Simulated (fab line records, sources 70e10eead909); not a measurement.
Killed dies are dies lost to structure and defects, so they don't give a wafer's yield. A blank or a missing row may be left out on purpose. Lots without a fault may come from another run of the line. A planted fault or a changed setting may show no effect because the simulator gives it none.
fab line records | flow nand_harc
record lots=12 wafers=36 last_day=33
route steps=1302 shown A_SLIT@933 A_SIN_REMOVE@951 A_WL_FILL@954 END@1302
lots that met no fault: from a run of the same line without faults
start_h: hours from the record's first day to the start of the lot's first wafer shown | wait_h: hours since the lot's step before | " the same as in the row above | L1.1+2: a row that stands for several wafers | - no value, or no start given | * or withheld: withheld | < > ~ a bound
route shown NAME@n: a module of which the file shows steps, and the number in the route of the first | usual: mean/standard deviation of fault-free wafers | same: alike in all rows | chamber/n: place in a boat | sites: the reading at each site | _std_site: their standard deviation | _edge_site: outer sites' mean less inner sites' | radius_mm: how far each site lies from the wafer's centre | mask NAME#n: copy n | behind: the tool/chamber that last shaped the wafer | hold: why the lot was held/for how many hours/how that ended | device: the transistor (n, p or np) that didn't switch | end of line: the same wafers' tests at the end of the route | a step without rows: its recipe alone | killed: dies lost to structure and defects at the first sort, not the wafer's yield | map: a wafer's dies, x killed, . not, _ none there
set.NAME: the setting as run; set.NAME@STEP: as run at that earlier step | model.NAME: the simulator's own value behind a step, which no gauge read
steps of the route over a sample of lots; a table a step, a row a wafer
services: from which hour (start_h, from the record's first day; less than 0 if before it) a tool's chamber was out of use, for how many hours, and why
## steps
# step NHARC_A_SLIT_CD_MEAS_09
# recipe target_cd_nm=300 landing_energy_ev=500
# usual cd_nm=300.0/0.71
# columns lot.wafer tool chamber start_h wait_h cd_nm
L324.2 cd_sem-03 0 470.44 - 300.2
L324.5 " 0 " " 300.1
L324.6 " 0 " " 300.5
L327.1 cd_sem-03 0 487.18 - 298.8
L327.2 " 0 " " 299.2
L327.6 " 0 " " 301.0
L326.1 cd_sem-01 0 500.10 - 299.8
L326.3 " 0 " " 299.3
L326.6 " 0 " " 300.1
L328.2 cd_sem-03 0 514.73 - 299.8
L328.3 " 0 " " 299.3
L328.4 " 0 " " 298.1
L330.3 cd_sem-03 0 530.22 - 298.8
L330.5 " 0 " " 300.3
L330.6 " 0 " " 300.1
L333.1 cd_sem-02 0 559.78 - 299.4
L333.2 " 0 " " 300.2
L333.3 " 0 " " 300.7
L336.3 cd_sem-02 0 585.21 - 300.3
L336.4 " 0 " " 300.5
L336.6 " 0 " " 301.4
L341.2 cd_sem-03 0 648.34 - 300.9
L341.4 " 0 " " 300.4
L341.6 " 0 " " 300.6
L342.2 cd_sem-01 0 648.75 - 298.4
L342.4 " 0 " " 299.9
L342.5 " 0 " " 299.5
L343.1 cd_sem-02 0 656.51 - 299.9
L343.2 " 0 " " 301.1
L343.5 " 0 " " 300.5
L345.1 cd_sem-02 0 667.14 - 299.8
L345.2 " 0 " " 300.8
L345.3 " 0 " " 299.9
L344.3 cd_sem-02 0 668.39 - 299.0
L344.5 " 0 " " 300.7
L344.6 " 0 " " 300.2
# step NHARC_A_SLIT_ETCH_26
# recipe bias_v=400 source_w=2000 pressure_mtorr=25 time_s=90 ar_flow_sccm=375 c4f8_flow_sccm=41.7 o2_flow_sccm=83.3 target_depth_a=4000 chemistry=C4F8/O2/Ar
# usual drypump_motor_current_A=5.78/0.23 showerhead_plenum_p_Torr=3.77/0.18 throttle_valve_pct=27.620/0.0088
# columns lot.wafer tool chamber start_h wait_h drypump_motor_current_A rf_hours_counter_h showerhead_plenum_p_Torr throttle_valve_pct
L324.2 har_etch-01 0 475.52 2.4 5.60 259 3.68 27.625
L324.6 " 1 " " 5.72 - 3.53 27.612
L324.5 " 0 " " 5.63 - 3.68 27.606
L327.1 har_etch-02 1 492.21 3.0 6.13 65 3.94 27.627
L327.2 " 0 " " 5.59 65 3.94 27.620
L327.6 " 0 " " 5.59 - 3.94 27.624
L326.1 har_etch-01 0 505.40 3.0 5.62 275 3.67 27.639
L326.3 " 1 " " 5.70 - 3.52 27.613
L326.6 " 0 " " 5.60 - 3.67 27.609
L328.2 har_etch-02 0 519.84 3.1 5.59 80 3.93 27.628
L328.3 " 0 " " 5.57 - 3.93 27.629
L328.4 " 1 " " 6.14 - 3.93 27.602
L330.3 har_etch-02 1 535.38 1.9 6.15 - 3.93 27.599
L330.6 " 1 " " 6.13 - 3.93 27.613
L330.5 " 0 " " 5.59 - 3.93 27.626
L333.1 har_etch-01 0 566.27 3.1 5.62 313 3.65 27.613
L333.2 " 1 " " 5.70 313 3.50 27.620
L333.3 " 0 " " 5.61 - 3.65 27.619
L336.4 har_etch-01 1 590.37 1.9 5.69 - 3.49 27.619
L336.3 " 0 " " 5.62 - 3.64 27.613
L336.6 " 0 " " 5.62 - 3.64 27.616
L341.2 har_etch-01 0 656.09 3.1 5.61 359 3.62 27.621
L341.4 " 1 " " 5.69 - 3.47 27.611
L341.6 " 1 " " 5.72 - 3.47 27.607
L342.2 har_etch-02 1 658.77 2.5 6.13 164 3.88 27.617
L342.4 " 1 " " 6.15 - 3.88 27.627
L342.5 " 1 " " 6.13 - 3.88 27.632
L343.1 har_etch-02 1 662.55 3.0 6.13 168 3.88 27.622
L343.2 " 0 " " 5.58 168 3.88 27.620
L343.5 " 0 " " 5.58 - 3.88 27.634
L345.2 har_etch-01 1 672.28 3.1 5.71 370 3.47 27.610
L345.1 " 0 " " 5.61 370 3.61 27.619
L345.3 " 1 " " 5.70 - 3.47 27.628
L344.3 har_etch-02 1 673.90 1.3 6.11 - 3.88 27.617
L344.5 " 0 " " 5.59 - 3.88 27.623
L344.6 " 1 " " 6.13 - 3.88 27.610
# step NHARC_A_SIN_REMOVE_INSPECT_04
# usual raw_defect_count=363/110
# columns lot.wafer tool chamber start_h wait_h raw_defect_count
L324.2 defect_inspect-01 - 483.45 0.0 559
L324.5 " - " " 338
L324.6 " - " " 348
L327.1 defect_inspect-01 - 500.23 0.0 329
L327.2 " - " " 291
L327.6 " - " " 327
L326.1 defect_inspect-02 - 513.59 0.0 340
L326.3 " - " " 309
L326.6 " - " " 383
L328.2 defect_inspect-02 - 527.91 0.0 256
L328.3 " - " " 342
L328.4 " - " " 417
L330.3 defect_inspect-01 - 543.42 0.0 423
L330.5 " - " " 297
L330.6 " - " " 404
L333.1 defect_inspect-02 - 574.76 0.0 468
L333.2 " - " " 1693
L333.3 " - " " 384
L336.3 defect_inspect-02 - 598.30 0.0 313
L336.4 " - " " 1563
L336.6 " - " " 290
L341.2 defect_inspect-01 - 664.14 0.0 410
L341.4 " - " " 387
L341.6 " - " " 372
L342.2 defect_inspect-02 - 666.79 0.0 495
L342.4 " - " " 423
L342.5 " - " " 572
L343.1 defect_inspect-01 - 670.59 0.0 219
L343.2 " - " " 270
L343.5 " - " " 325
L344.3 defect_inspect-02 - 680.41 0.0 322
L344.5 " - " " 266
L344.6 " - " " 306
L345.1 defect_inspect-01 - 680.41 0.0 821
L345.2 " - " " 774
L345.3 " - " " 723
# step NHARC_A_WL_FILL_ALD_02
# recipe target_thk_a=20 pulse_time_s=3 ald_cycles=100 temp_c=450 material=TiN
# usual heater_power_w=1099/77 precursor_pulse_height_rel=1.000/0.019
# columns lot.wafer tool chamber start_h wait_h heater_power_w precursor_pulse_height_rel
L324.2 ald_metal-02 2 484.61 0.4 1087 0.990
L324.6 " 3 " " 933 1.007
L324.5 " 0 " " 1048 1.021
L327.1 ald_metal-04 0 500.85 0.3 1123 0.980
L327.2 " 1 " " 1080 1.004
L327.6 " 2 " " 1119 0.976
L326.3 ald_metal-03 0 514.17 0.2 1031 0.996
L326.1 " 1 " " 1169 0.986
L326.6 " 3 " " 1012 0.981
L328.3 ald_metal-02 2 528.60 0.2 1079 1.040
L328.4 " 3 " " 922 0.984
L328.2 " 0 " " 1017 1.015
L330.3 ald_metal-02 1 543.97 0.1 1147 0.992
L330.5 " 1 " " 1126 1.030
L330.6 " 2 " " 1060 1.012
L333.2 ald_metal-02 1 575.30 0.2 1140 0.998
L333.1 " 2 " " 1086 1.001
L333.3 " 0 " " 1053 0.963
L336.3 ald_metal-04 2 598.84 0.1 1156 0.974
L336.4 " 1 " " 1076 1.032
L336.6 " 2 " " 1120 1.015
L341.4 ald_metal-03 3 664.69 0.1 1047 0.992
L341.2 " 2 " " 1192 1.013
L341.6 " 3 " " 1059 0.991
L342.4 ald_metal-02 1 667.46 0.2 1231 1.018
L342.2 " 2 " " 1129 0.989
L342.5 " 0 " " 1111 1.005
L343.1 ald_metal-03 0 671.14 0.2 1054 0.983
L343.2 " 1 " " 1215 0.997
L343.5 " 1 " " 1238 1.030
L345.3 ald_metal-03 0 680.96 0.1 1056 1.007
L345.2 " 1 " " 1181 0.976
L345.1 " 2 " " 1215 0.993
L344.3 ald_metal-04 1 681.08 0.2 1035 1.006
L344.6 " 2 " " 1085 1.012
L344.5 " 3 " " 1181 0.981
# step NHARC_A_WL_FILL_ETCHBACK_04
# recipe target_depth_a=600 time_s=120 chemistry=NF3
# usual drypump_motor_current_A=5.7/0.42 oes_product_au=1.006/0.011
# columns lot.wafer tool chamber start_h wait_h drypump_motor_current_A oes_product_au rf_hours_counter_h
L324.2 rie_metal-02 1 485.34 0.3 6.0 1.001 0.5
L324.5 " 0 " " 6.0 1.011 -
L324.6 " 1 " " 5.9 1.012 -
L327.2 rie_metal-02 1 501.59 0.3 5.9 1.019 0.8
L327.1 " 0 " " 6.0 1.002 0.4
L327.6 " 1 " " 6.0 1.001 -
L326.1 rie_metal-01 1 515.04 0.3 5.7 1.009 1.8
L326.3 " 0 " " 6.1 1.017 -
L326.6 " 1 " " 5.7 1.017 -
L328.2 rie_metal-02 1 529.78 0.4 5.9 1.007 1.4
L328.3 " 0 " " 6.0 1.013 -
L328.4 " 1 " " 5.9 1.017 -
L330.3 rie_metal-03 0 544.84 0.2 5.0 0.984 -
L330.6 " 0 " " 5.0 0.982 -
L330.5 " 1 " " 5.1 1.000 -
L333.1 rie_metal-02 1 576.11 0.3 5.9 1.011 2.0
L333.2 " 0 " " 6.0 1.012 1.5
L333.3 " 0 " " 6.0 1.010 -
L336.4 rie_metal-02 0 599.72 0.2 6.0 1.011 -
L336.3 " 1 " " 6.0 1.017 -
L336.6 " 0 " " 6.0 1.004 -
L341.2 rie_metal-03 0 665.50 0.3 5.0 0.984 2.6
L341.4 " 1 " " 5.1 0.998 -
L341.6 " 1 " " 5.1 0.992 -
L342.2 rie_metal-02 1 668.23 0.4 5.9 1.002 0.4
L342.4 " 1 " " 5.9 1.007 -
L342.5 " 0 " " 6.0 1.009 -
L343.2 rie_metal-01 1 672.03 0.3 5.7 1.012 1.5
L343.1 " 0 " " 6.1 1.003 1.5
L343.5 " 0 " " 6.1 0.989 -
L345.1 rie_metal-02 1 681.83 0.3 5.9 1.000 0.7
L345.2 " 0 " " 6.0 1.009 0.7
L345.3 " 0 " " 6.0 1.012 -
L344.3 rie_metal-01 1 681.84 0.3 5.7 1.011 -
L344.5 " 1 " " 5.7 1.015 -
L344.6 " 0 " " 6.1 1.004 -
# step NHARC_END_SORT_01
# recipe temp_c=25
# usual killed_at_array=45/18 killed_at_other=0.9/1.3 killed_at_periphery=3.7/2.2 killed_dies=50/18 killed_open=3.2/1.9 killed_short=2.4/1.6
# same gross_dies=677
# columns lot.wafer tool chamber start_h wait_h killed_at_array killed_at_other killed_at_periphery killed_dies killed_open killed_short
L333.2 prober-02 0 677.31 2.8 70 0 2 72 0 2
L336.4 prober-01 0 695.10 3.4 51 0 5 56 2 0
# killed by level:class
L333.2 A_SLIT:unspecified=43 A_CHANNEL_HOLE_D1:chamber_film_flake=16 A_CONTACT:chamber_film_flake=3 A_STAIRCASE:chamber_film_flake=2 A_ONON_D1:geometric_particle:short=1 A_SGD_CUT:geometric_particle:short=1 P_GATE:chamber_film_flake=1 P_M0:chamber_film_flake=1
L336.4 A_SLIT:unspecified=40 P_BONDPAD:chamber_film_flake=2 A_CHANNEL_HOLE_D2:chamber_film_flake=2 A_WL_FILL:chamber_film_flake=2 A_BLC:chamber_film_flake=2 P_CONTACT:geometric_particle:open=1 A_CHANNEL_FILL_D2:geometric_particle:open=1 P_GATE:chamber_film_flake=1
## services
# columns tool chamber start_h hours kind
rie_metal-02 - 454.00 9.0 pm
rie_metal-02 0 454.00 9.0 vent_cycle
rie_metal-02 1 454.00 9.0 vent_cycle
rie_metal-02 0 463.00 - clean
rie_metal-02 1 463.00 - clean
rie_metal-02 0 465.45 2.5 repair
ald_metal-04 - 474.00 10.0 pm
ald_metal-02 3 475.49 5.0 repair
rie_metal-01 1 476.46 1.5 repair
ald_metal-04 1 489.54 4.4 repair
ald_metal-03 2 508.51 46.1 repair
rie_metal-03 - 519.00 9.0 pm
ald_metal-04 - 539.42 0.5 repair
ald_metal-04 2 561.05 18.3 repair
rie_metal-01 - 575.00 9.0 pm
ald_metal-02 - 610.00 10.0 pm
rie_metal-02 - 631.00 9.0 pm
rie_metal-02 0 631.00 9.0 vent_cycle
rie_metal-02 1 631.00 9.0 vent_cycle
ald_metal-02 2 631.41 20.8 repair
har_etch-01 - 638.64 10.0 repair
ald_metal-04 0 642.33 31.3 repair
ald_metal-04 - 652.00 10.0 pm
ald_metal-03 3 667.27 15.2 repair
## key
first_sign step=NHARC_A_SIN_REMOVE_INSPECT_04 reading=raw_defect_count direction=up sigmas=11 usual=363 struck=1628
effect none on later readings
met_at NHARC_A_SLIT_ETCH_26
struck_lots L333,L336
struck_wafers L333.2,L336.4
tester_left_out L333,L336
not_acting_at NHARC_A_SLIT_CD_MEAS_09,NHARC_A_WL_FILL_ALD_02,NHARC_A_WL_FILL_ETCHBACK_04
onset_between 505.40 566.27
fault kind=chamber_particle_source tool=har_etch-01 chamber=1 onset_h=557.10 steps=NHARC_A_SLIT_ETCH_26 rate_per_visit_cm2=1.9934 end_h=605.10
# tester_left_out: of these lots the tester's yield and bins aren't shown, on N5 and GAA mostly nor the transistor test; their killed dies are dies lost to structure and defects alone, not to doping, threshold or leakage, so they don't give the yield
